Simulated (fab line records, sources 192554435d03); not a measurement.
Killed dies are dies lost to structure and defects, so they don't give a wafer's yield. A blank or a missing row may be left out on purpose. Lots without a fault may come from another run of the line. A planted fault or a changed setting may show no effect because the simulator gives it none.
fab line records | flow n5_finfet
record lots=5 wafers=15 last_day=17
route steps=1938 shown SD_EPI_P@309 SD_ACTIVATION@330 ILD0@335 SDB@347 MOL_CONTACT_COAG@538 BEOL_M4@1111 PASSIVATION@1936
lots that met no fault: from a run of the same line without faults
start_h: hours from the record's first day to the start of the lot's first wafer shown | wait_h: hours since the lot's step before | " the same as in the row above | L1.1+2: a row that stands for several wafers | - no value, or no start given | * or withheld: withheld | < > ~ a bound
route shown NAME@n: a module of which the file shows steps, and the number in the route of the first | usual: mean/standard deviation of fault-free wafers | same: alike in all rows | chamber/n: place in a boat | sites: the reading at each site | _std_site: their standard deviation | _edge_site: outer sites' mean less inner sites' | radius_mm: how far each site lies from the wafer's centre | mask NAME#n: copy n | behind: the tool/chamber that last shaped the wafer | hold: why the lot was held/for how many hours/how that ended | device: the transistor (n, p or np) that didn't switch | end of line: the same wafers' tests at the end of the route | a step without rows: its recipe alone | killed: dies lost to structure and defects at the first sort, not the wafer's yield | map: a wafer's dies, x killed, . not, _ none there
set.NAME: the setting as run; set.NAME@STEP: as run at that earlier step | model.NAME: the simulator's own value behind a step, which no gauge read
lots at some steps of the route; a table a step, a row a wafer
services: from which hour (start_h, from the record's first day; less than 0 if before it) a tool's chamber was out of use, for how many hours, and why
## steps
# step N5_SD_EPI_P_STRIP_38
# recipe chemistry=N2/H2 temp_c=40 n2_flow_sccm=200 h2_flow_sccm=200 rf_frequency_hz=6e+07
# step N5_SD_EPI_P_ETCHBACK_46
# recipe chemistry=CH3F/O2 mode=anisotropic_etchback target=SiNx target_depth_a=175 stop_on=SiO2 over_etch_frac=0.3 ion_energy_ev=120 pressure_mtorr=30 source_w=395 bias_w=73 Ar_flow_sccm=150 CH3F_flow_sccm=30 O2_flow_sccm=20
# step N5_SD_EPI_P_ETCH_47
# recipe chemistry=CH3F/O2 target=SiOCN target_depth_a=250 mask_material=SOC ion_energy_ev=60 bias_w=29 pressure_mtorr=30 source_w=410 Ar_flow_sccm=150 CH3F_flow_sccm=30 O2_flow_sccm=20
# step N5_SD_EPI_P_ETCH_16
# recipe chemistry=CHF3/O2 target=SiO2 target_depth_a=50 mask_material=SOC pressure_mtorr=30 source_w=650 bias_w=170 Ar_flow_sccm=200 CHF3_flow_sccm=50 O2_flow_sccm=5 ion_energy_ev=200
# step N5_SD_EPI_P_STRIP_50
# recipe chemistry=CHF3/O2 resist=SiARC rf_frequency_hz=6e+07
# step N5_SD_EPI_P_SD_RECESS_17
# recipe chemistry=HBr/Cl2/O2 target_depth_a=391 bt_time_s=3 pressure_mtorr=10 icp_w=800 bias_w=112 HBr_flow_sccm=150 Cl2_flow_sccm=80 O2_flow_sccm=12
# step N5_SD_EPI_P_WET_ETCH_45
# recipe chemistry=dHF dilution=withheld time_s=10.7 target=SiO2 target_depth_a=20 temp_c=25 dry=ipa_marangoni rinse_time_s=30 rinse_temp_c=23
# step N5_SD_EPI_P_STRIP_40
# recipe chemistry=N2/H2 power_w=1000 temp_c=250 h2_frac=0.65 overash_fraction=0.3 pressure_mtorr=withheld n2_flow_sccm=1750 h2_flow_sccm=3250
# step N5_SD_EPI_P_PRECLEAN_52
# recipe chemistry=O3/DIW time_s=60 temp_c=22 o3_ppm=10
# step N5_SD_EPI_P_SRD_20
# recipe dry=ipa_marangoni do_ppb=5 time_s=30 temp_c=23 rinse_liquid=diw
# step N5_SD_EPI_P_PRECLEAN_51
# recipe chemistry=NF3:NH3 afs_cycles=1 temp_c=30 time_s=20 sublimation_temp_c=180 sublimation_time_s=60 pressure_torr=3 rf_power_w=30
# step N5_SD_EPI_P_VAPOR_ETCH_44
# recipe chemistry=NF3/Ar target=SiGe30 temp_c=25 time_s=3.3 mode=isotropic
# step N5_SD_EPI_P_EPI_21
# recipe material=SiGe:B dopant=B temp_c=550 pressure_torr=20 ambient=H2 time_s=355
# usual epi_growth_time_s=355/0
# columns lot.wafer tool chamber start_h wait_h epi_growth_time_s model.SiGe-B_of_SD_EPI_P_EPI_21.thk_nm
L795.2 epi_rpcvd-01 0 110.04 0.5 236.19 43.6
L795.3 " 0 " " 236.19 43.4
L795.4 " 0 " " 236.19 44
L796.3 epi_rpcvd-01 0 118.83 0.8 236.19 43.2
L796.5 " 0 " " 236.19 43.8
L796.6 " 0 " " 236.19 43.6
L797.1 epi_rpcvd-01 0 126.63 0.1 236.19 43
L797.2 " 0 " " 236.19 43.8
L797.6 " 0 128.43 1.8 236.19 43.6
L807.2 epi_rpcvd-04 0 182.40 0.5 355 61.2
L807.3 " 0 " " 355 61.6
L807.5 " 0 " " 355 61.2
L809.3 epi_rpcvd-01 0 196.80 1.1 355 61.6
L809.4 " 0 " " 355 62
L809.6 " 0 " " 355 62.2
# step N5_SD_EPI_P_EPI_MEAS_23
# recipe mode=xrd
# usual thk_nm=60.9/1.4
# columns lot.wafer tool chamber start_h wait_h thk_nm
L795.2 film_metro-02 - 111.88 1.5 44.6
L795.3 " - " " 42.5
L795.4 " - " " 41.5
L796.3 film_metro-02 - 120.31 1.1 42.9
L796.5 " - " " 43.8
L796.6 " - " " 42.8
L797.1 film_metro-01 - 128.83 1.8 43.9
L797.2 " - " " 45.6
L797.6 " - " " 44.5
L807.2 film_metro-01 - 184.24 1.5 60.6
L807.3 " - " " 61.0
L807.5 " - " " 60.9
L809.3 film_metro-01 - 198.76 1.5 60.9
L809.4 " - " " 63.3
L809.6 " - " " 63.0
# step N5_SD_EPI_P_HM_STRIP_48
# recipe chemistry=H3PO4 temp_c=160 material=SiNx target=SiNx target_depth_a=30 overetch_fraction=0.3
# step N5_SD_EPI_P_SRD_49
# recipe dry=ipa_marangoni time_s=30 temp_c=23 rinse_liquid=diw
# step N5_SD_EPI_P_PRECLEAN_24
# recipe chemistry=O3/DIW time_s=45 temp_c=22 o3_ppm=10
# step N5_SD_EPI_P_PRECLEAN_32
# recipe chemistry=dHF time_s=10 dilution=500:1 temp_c=25
# step N5_SD_EPI_P_PRECLEAN_33
# recipe chemistry=SC2 time_s=45 temp_c=35 mix=1:1:50
# step N5_SD_EPI_P_SRD_25
# recipe time_s=30 temp_c=23 rinse_liquid=diw dry=ipa_marangoni
# step N5_SD_ACTIVATION_RTA_00
# recipe temp_c=975 time_s=0 ambient=N2 idle_temp_c=600 ramp_up_c_per_s=150 ramp_down_c_per_s=60 cool_to_c=600
# step N5_SD_ACTIVATION_LSA_01
# recipe temp_c=1080 time_s=0.0008 ambient=N2
# step N5_SD_ACTIVATION_RS_MEAS_03
# recipe thk_meas_gauge=four-point-probe
# usual RS_SD_N=21.93/0.28 RS_SD_P=56.3/0.9
# columns lot.wafer tool chamber start_h wait_h RS_SD_N[ohm/sq] RS_SD_P[ohm/sq]
L795.2 film_metro-01 - 112.51 0.2 22.10 79.5
L795.3 " - " " 22.01 80.1
L795.4 " - " " 21.96 78.6
L796.3 film_metro-02 - 120.96 0.2 21.81 80.3
L796.5 " - " " 21.83 79.8
L796.6 " - " " 21.89 79.2
L797.1 film_metro-01 - 129.43 0.2 21.37 79.7
L797.2 " - " " 21.92 79.1
L797.6 " - " " 21.80 78.5
L807.2 film_metro-01 - 184.98 0.2 21.81 55.2
L807.3 " - " " 22.05 55.1
L807.5 " - " " 22.08 55.7
L809.3 film_metro-02 - 199.40 0.2 22.44 55.5
L809.4 " - " " 22.45 55.1
L809.6 " - " " 22.41 54.4
# step N5_ILD0_LINER_00
# recipe material=SiNx target_thk_a=40 temp_c=400 ald_precursor_family=SiH2I2 ald_co_reactant=N2/H2-plasma pulse_time_s=1 purge_time_s=2 co_reactant_purge_time_s=2 ald_cycles=80 pressure_torr=2
# step N5_ILD0_FCVD_FILL_01
# recipe material=SiO2_flowable target_thk_a=2000 temp_c=100 pressure_torr=0.8 rf_w=2000 time_s=328.3
# step N5_ILD0_CURE_02
# recipe temp_c=450 time_s=1800 ambient=steam idle_temp_c=400 ramp_up_c_per_min=5 ramp_down_c_per_min=3 densification_p_h2o_torr=640
# step N5_ILD0_CMP_03
# recipe stop_on=SiNx t_overpolish_s=1.9 post_cmp_clean=alkaline_brush down_force_psi=4.1491 platen_rpm=51.796 pad_velocity_m_s=1.0306 target_thk_nm=197.38
# step N5_ILD0_CMP_07
# recipe stop_on=poly-Si material=SiO2_flowable t_overpolish_s=1.18 post_cmp_clean=alkaline_brush down_force_psi=4.1491 platen_rpm=51.796 pad_velocity_m_s=1.0306 target_thk_nm=138.88
# step N5_ILD0_PRECLEAN_10
# recipe chemistry=NF3:NH3 afs_cycles=5 time_s=20 temp_c=30 sublimation_temp_c=180 sublimation_time_s=60 pressure_torr=3 rf_power_w=30
# step N5_ILD0_ALD_15
# recipe material=SiNx target_thk_a=240 temp_c=400 ald_precursor_family=SiH2I2 ald_co_reactant=N2/H2-plasma pulse_time_s=1 ald_cycles=480 purge_time_s=2 co_reactant_purge_time_s=2 pressure_torr=2
# step N5_ILD0_CMP_12
# recipe stop_on=poly-Si material=SiNx t_overpolish_s=6 post_cmp_clean=alkaline_brush down_force_psi=2.5 platen_rpm=51.8 pad_velocity_m_s=1.0307 target_thk_nm=17.67
# step N5_SDB_HM_DEP_00
# recipe material=SiNx target_thk_a=400 temp_c=400 precursor=SiH4/NH3/N2 pressure_torr=1.5 rf_w=300 time_s=35.3
# step N5_SDB_COAT_03
# recipe resist=SOC temp_c=250 time_s=60 spin_rpm=1500 resist_thk_nm=100
# step N5_SDB_COAT_04
# recipe resist=SiARC temp_c=220 time_s=60 spin_rpm=1500 resist_thk_nm=18
# step N5_SDB_COAT_05
# recipe resist=CAR-ArF spin_rpm=1500 resist_thk_nm=90
# step N5_MOL_CONTACT_COAG_ETCH_110
# recipe chemistry=CF4/O2 target=Si target_depth_a=25 time_s=8 pressure_mtorr=100 source_w=200 bias_w=12 ion_energy_ev=60 Ar_flow_sccm=100 cf4_flow_sccm=100 O2_flow_sccm=10
# usual drypump_motor_current_A=5.4/0.47 oes_f_703_au=0.79/0.074 oes_product_au=0.78/0.076 rf_vpp_V=125.7/2.6 showerhead_plenum_p_Torr=2.22/0.077 throttle_valve_pct=10.82/0.22
# columns lot.wafer tool chamber start_h wait_h drypump_motor_current_A oes_f_703_au oes_product_au rf_hours_counter_h rf_vpp_V showerhead_plenum_p_Torr throttle_valve_pct model.SiGe-B_of_SD_EPI_P_EPI_21.thk_nm
L795.2 rie_diel-04 0 142.41 0.0 5.7 0.69 0.68 203 126.4 2.29 10.85 41.6
L795.3 " 3 " " 5.1 0.81 0.78 115 126.3 2.24 10.84 41.4
L795.4 " 1 " " 5.9 0.73 0.75 167 126.8 2.12 10.67 41.8
L796.3 rie_diel-06 0 149.90 0.0 4.8 0.78 0.76 146 122.6 2.14 10.78 41.2
L796.5 " 1 " " 5.6 0.76 0.75 - 130.2 2.22 11.07 41.6
L796.6 " 2 " " 5.3 0.76 0.74 - 122.5 2.21 10.95 41.6
L797.1 rie_diel-06 0 159.20 0.0 4.8 0.78 0.75 149 121.8 2.14 10.80 41
L797.2 " 2 " " 5.3 0.76 0.74 176 122.9 2.20 10.95 41.6
L797.6 " 1 " " 5.6 0.76 0.74 - 130.4 2.22 11.08 41.6
L807.2 rie_diel-06 3 215.64 0.0 4.8 0.98 0.96 14 126.6 2.36 10.48 58.2
L807.3 " 0 " " 4.8 0.76 0.75 170 122.4 2.14 10.86 58.6
L807.5 " 3 " " 4.9 0.98 0.96 - 125.6 2.36 10.47 58.2
L809.3 rie_diel-06 3 229.11 0.0 4.9 0.97 0.94 18 125.3 2.36 10.48 58.6
L809.4 " 1 " " 5.6 0.75 0.73 204 130.5 2.21 11.16 59
L809.6 " 3 " " 4.9 0.97 0.95 - 127.6 2.36 10.49 59.2
# step N5_BEOL_M4_RC_MEAS_101
# usual DIBL_N=36.2/1.7 DIBL_P=36.6/1.9 IOFF_N=0.16/0.032 IOFF_P=0.21/0.037 ION_N=675/12 ION_P=460/8.1 REXT_P=100.3/2.6 RS_SD_P=66.1/1.3 SS_N=71.4/0.58 SS_P=73.4/0.64 VT_N=249/3.2 VT_P=-252/3.4 VT_P_LVT=-98/3.2
# columns lot.wafer tool chamber start_h wait_h DIBL_N[mV/V] DIBL_P[mV/V] IOFF_N[nA/um] IOFF_P[nA/um] ION_N[uA/um] ION_P[uA/um] REXT_P[ohm.um] RS_SD_P[ohm/sq] SS_N[mV/dec] SS_P[mV/dec] VT_N[mV] VT_P[mV] VT_P_LVT[mV]
L795.2 prober-02 0 208.33 0.2 35.0 36.9 0.14 0.13 666 426 119.9 93.7 71.7 73.0 249 -264 -110
L795.3 " 0 " " 37.1 40.2 0.19 0.17 687 439 119.7 94.2 72.0 72.8 246 -260 -106
L795.4 " 0 " " 33.7 35.4 0.12 0.11 657 422 124.3 92.9 71.3 72.8 253 -265 -113
L796.3 prober-02 0 227.00 0.3 35.6 37.4 0.13 0.13 649 421 115.2 93.1 71.5 73.2 255 -265 -115
L796.5 " 0 " " 36.9 39.7 0.16 0.16 674 436 115.8 92.5 71.3 73.7 251 -261 -112
L796.6 " 0 " " 33.4 34.7 0.11 0.11 658 429 114.8 93.9 70.2 72.3 255 -263 -116
L797.1 prober-01 0 242.51 0.0 34.4 37.5 0.14 0.16 680 439 114.0 94.6 70.6 74.1 254 -259 -108
L797.2 " 0 " " 33.2 35.1 0.12 0.13 649 427 113.8 92.5 70.7 73.1 255 -261 -110
L797.6 " 0 " " 35.7 38.5 0.17 0.18 676 440 114.6 93.6 71.3 74.1 249 -258 -107
L807.2 prober-02 0 290.45 0.2 38.6 38.3 0.21 0.28 682 470 96.9 65.2 72.1 73.4 246 -246 -91
L807.3 " 0 " " 38.1 36.6 0.21 0.25 698 473 98.3 63.7 71.9 73.4 241 -246 -91
L807.5 " 0 " " 37.7 36.8 0.20 0.25 684 468 98.8 65.0 71.8 73.3 245 -246 -91
L809.3 prober-02 0 297.06 0.3 36.4 34.8 0.15 0.19 673 466 104.4 65.0 70.6 72.9 248 -252 -101
L809.4 " 0 " " 38.6 37.5 0.19 0.24 688 468 102.8 64.4 71.2 73.2 247 -250 -98
L809.6 " 0 " " 36.1 33.7 0.14 0.18 656 456 104.5 63.9 70.8 72.0 253 -254 -102
# step N5_PASSIVATION_PROBE_49
# usual defect_limited_yield=91.3/1.5 killed_at_M0_to_M3=35/10 killed_at_M4_up=12/4.6 killed_at_contacts=13/6.6 killed_at_front_end=39/11 killed_at_other=4/3.4 killed_dies=103/17 killed_open=67/13 killed_short=35/8.2 sort_bin_5_function=5.1/0.94 sort_bin_6_memory=3.2/0.7 sort_bin_8_speed=0.00/0.03 sort_n_pass=1077/17 sort_yield_pct=91.3/1.5
# same gross_dies=1180 killed_at_back_side=0 sort_bin_4_leakage[%]=0
# columns lot.wafer tool chamber start_h wait_h defect_limited_yield[%] killed_at_M0_to_M3 killed_at_M4_up killed_at_contacts killed_at_front_end killed_at_other killed_dies killed_open killed_short sort_bin_5_function[%] sort_bin_6_memory[%] sort_bin_8_speed[%] sort_n_pass sort_yield_pct[%]
L795.2 prober-02 - 306.87 0.1 88.7 31 28 12 59 3 133 86 44 7.0 4.1 48.98 469 39.7
L795.3 prober-02 - 306.92 0.1 90.7 34 17 13 44 2 110 78 30 6.2 2.9 3.22 1032 87.5
L795.4 prober-02 - 306.97 0.2 90.9 30 17 24 34 2 107 78 28 5.4 3.3 77.63 157 13.3
L796.3 prober-01 - 326.49 0.1 90.9 43 13 7 39 5 107 87 20 5.4 3.4 64.92 307 26.0
L796.5 prober-01 - 326.59 0.2 90.1 37 11 25 40 4 117 73 43 4.6 4.9 1.44 1046 88.6
L796.6 prober-01 - 326.64 0.3 88.9 56 11 16 47 1 131 88 41 6.8 3.8 16.02 860 72.9
L797.1 prober-02 - 345.56 0.0 93.6 35 7 5 26 2 75 31 39 3.6 2.1 1.02 1093 92.6
L797.2 prober-02 - 345.61 0.1 94.1 28 9 5 26 2 70 39 30 3.5 2.2 60.93 391 33.1
L797.6 prober-02 - 345.81 0.3 92.2 28 8 21 33 2 92 64 27 4.2 3.2 1.44 1071 90.8
# killed by level:class
L795.2 FIN_SAQP:geometric_particle:open=26 FIN_SAQP:geometric_particle:short=12 BEOL_M4:geometric_particle:open=11 MOL_CONTACT_COAG:geometric_particle:open=8 BEOL_M3:geometric_particle:open=8 BEOL_M1:geometric_particle:open=7 BEOL_M0_SAQP:geometric_particle:short=7 STI_FIN_REVEAL:geometric_particle:open=5
L795.3 FIN_SAQP:geometric_particle:open=19 MOL_CONTACT_COAG:geometric_particle:open=13 BEOL_M4:geometric_particle:open=11 BEOL_M1:geometric_particle:open=9 FIN_SAQP:geometric_particle:short=5 BEOL_M0:geometric_particle:short=5 BEOL_M3:geometric_particle:open=5 BEOL_M0:geometric_particle:open=5
L795.4 MOL_CONTACT_COAG:geometric_particle:open=19 BEOL_M4:geometric_particle:open=14 FIN_SAQP:geometric_particle:open=10 BEOL_M0_SAQP:geometric_particle:open=9 BEOL_M3:geometric_particle:open=9 FIN_SAQP:geometric_particle:short=8 MOL_CONTACT_COAG:geometric_particle:short=5 STARTING-WAFER:geometric_particle:open=5
L796.3 FIN_SAQP:geometric_particle:open=11 BEOL_M0_SAQP:geometric_particle:open=10 BEOL_M1:geometric_particle:open=10 FIN_SAQP:geometric_particle:short=8 BEOL_M3:geometric_particle:open=8 MOL_CONTACT_COAG:geometric_particle:open=7 GATE_CUT:geometric_particle:open=6 BEOL_M2:geometric_particle:open=6
L796.5 MOL_CONTACT_COAG:geometric_particle:open=18 BEOL_M0_SAQP:geometric_particle:short=12 STI_FIN_REVEAL:geometric_particle:open=7 DUMMY_GATE:geometric_particle:open=7 MOL_CONTACT_COAG:geometric_particle:short=7 FIN_SAQP:geometric_particle:short=6 BEOL_M0:geometric_particle:open=5 BEOL_M0_SAQP:geometric_particle:open=4
L796.6 MOL_CONTACT_COAG:geometric_particle:open=12 BEOL_M3:geometric_particle:open=11 BEOL_M2:geometric_particle:open=9 BEOL_M1:geometric_particle:open=8 STI_FIN_REVEAL:geometric_particle:open=7 DUMMY_GATE:geometric_particle:open=6 FIN_SAQP:geometric_particle:short=5 GATE_CUT:geometric_particle:short=5
L797.1 BEOL_M0_SAQP:geometric_particle:short=16 GATE_CUT:geometric_particle:short=11 BEOL_M3:geometric_particle:open=6 BEOL_M0_SAQP:geometric_particle:open=5 HKMG_FIN:area_etch=4 STI_FIN_REVEAL:geometric_particle:open=3 GATE_CUT:geometric_particle:open=3 MOL_CONTACT_COAG:geometric_particle:open=3
L797.2 BEOL_M0_SAQP:geometric_particle:short=14 FIN_SAQP:geometric_particle:open=5 BEOL_M0_SAQP:geometric_particle:open=5 BEOL_M3:geometric_particle:open=5 STI_FIN_REVEAL:geometric_particle:open=4 FIN_SAQP:geometric_particle:short=3 ILD0:geometric_particle:short=3 MOL_CONTACT_COAG:geometric_particle:open=3
L797.6 MOL_CONTACT_COAG:geometric_particle:open=18 FIN_SAQP:geometric_particle:open=7 BEOL_M0_SAQP:geometric_particle:open=7 BEOL_M1:geometric_particle:open=7 BEOL_M3:geometric_particle:open=6 BEOL_M0_SAQP:geometric_particle:short=5 FIN_SAQP:geometric_particle:short=4 STI_FIN_REVEAL:geometric_particle:open=4
# map L795.2 (x killed, . not)
_________________..x.........________________
______________.x..x........x...._____________
___________...x....x.............x.__________
__________..x.........x..x....x...x._________
________.x...........x................_______
_______......x..x........xx..x.........______
______.................x.x.............._____
_____...xx....xx....................x....____
____....x.xx.............x.x..............___
___.........x...........x.....x......xxx...__
___................xx...x..................__
__.xx...............x...x..................._
__.x...........x...............x.....x.x...._
_x.......x........................x......x.x.
_.................x..........................
_...............x.x..x.........x..x..........
_x.x...............x.......x..........x......
_....x...x........x.x.........xx.............
_.........x.................xx...............
_.x.....x.x..x.x...x.............xx..........
_....x...x...........x.x.....x.........x...x.
__......x......x............x.....x........._
__......x....x..xx..............x..........._
___...........x....x............x..x.......__
___.................x..x...x.x.............__
____...........x......xx....x....x........___
_____x...x.....................x.........____
______..x....x.....x.....x.............x_____
_______............xx..........x..x....______
________......x.x......x.....x........_______
__________x......................xx._________
___________........................__________
______________.............x..x._____________
_________________...........x________________
# map L796.6 (x killed, . not)
_________________.......x....________________
______________................x._____________
___________......x..x............x.__________
__________x.....x.x......x.x........_________
________.....x........................_______
_______...x...xx...x............x......______
______................x...x...x.....x..._____
_____......x.......................x.....____
____...........x.x...x............x.......___
___........x..xx....x........x...x.........__
___.x.x..x......................x..........__
__............x...................x.......x._
__..x................x..x.....x............._
_x.....x...x....x.........................x..
_.x.......................x....x.............
_x....x..............x....xx............x..x.
_x.....x.........x........x...x.......x....x.
_...........................x......x.......x.
_....x....x......x..x..x.............x...x...
_..............x.......................x.....
_...x....x...x....xx....x.....x.........x....
__.....................x.....x.............x_
__.......x......x.................x...x.x..._
___........................x...x.....x....x__
___...........x.x...................x....x.__
____x.......x...........x............x....___
_____....x..............x.x......x.....x.____
______..........x..........x.........x.x_____
_______..................x.......x.....______
________........x.x..x................_______
__________..........x........x...xx._________
___________........x.x........x....__________
______________.....x..x...x...x._____________
_________________.x..........________________
## services
# columns tool chamber start_h hours kind
rie_diel-06 3 149.23 - clean
rie_diel-06 3 149.23 - consumable_replace:focus_ring
rie_diel-06 3 149.23 - consumable_replace:showerhead
rie_diel-06 3 149.23 23.9 scheduled_down
rie_diel-06 3 149.23 23.9 vent_cycle
epi_rpcvd-01 - 154.60 2.8 pm
rie_diel-04 - 164.74 4.3 pm
epi_rpcvd-01 - 169.32 14.6 pm
epi_rpcvd-01 - 183.92 6.0 pm
rie_diel-04 - 212.56 0.5 repair
rie_diel-06 - 216.71 2.8 pm
rie_diel-04 0 224.29 7.6 repair
rie_diel-04 - 228.63 2.8 pm
## key
first_sign step=N5_SD_EPI_P_EPI_21 reading=epi_growth_time_s direction=down sigmas=99+ usual=* struck=*
effect step=N5_SD_EPI_P_EPI_MEAS_23 reading=thk_nm direction=down sigmas=12 usual=* struck=*
effect step=N5_SD_ACTIVATION_RS_MEAS_03 reading=RS_SD_P direction=up sigmas=26 usual=56.3 struck=79.4
effect step=N5_BEOL_M4_RC_MEAS_101 reading=RS_SD_P direction=up sigmas=22 usual=66.1 struck=93.4
effect step=N5_BEOL_M4_RC_MEAS_101 reading=REXT_P direction=up sigmas=6.3 usual=100.3 struck=116.9
effect step=N5_BEOL_M4_RC_MEAS_101 reading=VT_P_LVT direction=down sigmas=3.8 usual=-98 struck=-111
effect step=N5_BEOL_M4_RC_MEAS_101 reading=ION_P direction=down sigmas=3.6 usual=460 struck=431
effect step=N5_BEOL_M4_RC_MEAS_101 reading=VT_P direction=down sigmas=3 usual=-252 struck=-262
effect step=N5_BEOL_M4_RC_MEAS_101 reading=IOFF_P direction=down sigmas=1.7 usual=0.21 struck=0.14
effect step=N5_PASSIVATION_PROBE_49 reading=sort_bin_8_speed direction=up sigmas=99+ usual=0.00 struck=30.62
model_effect step=N5_SD_EPI_P_EPI_21 value=SiGe-B_of_SD_EPI_P_EPI_21.thk_nm without=60.29 struck=43.56
model_effect step=N5_MOL_CONTACT_COAG_ETCH_110 value=SiGe-B_of_SD_EPI_P_EPI_21.thk_nm without=57.49 struck=41.49
met_at N5_SD_EPI_P_EPI_21
struck_wafers L795.2,L795.3,L795.4,L796.3,L796.5,L796.6,L797.1,L797.2,L797.6
fault kind=process_parameter_drift tool=epi_rpcvd-01 chamber=- onset_h=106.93 steps=N5_SD_EPI_P_EPI_21 channel=epi_growth_time_s offset=* shape=step end_h=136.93 acts_in=* stated=*
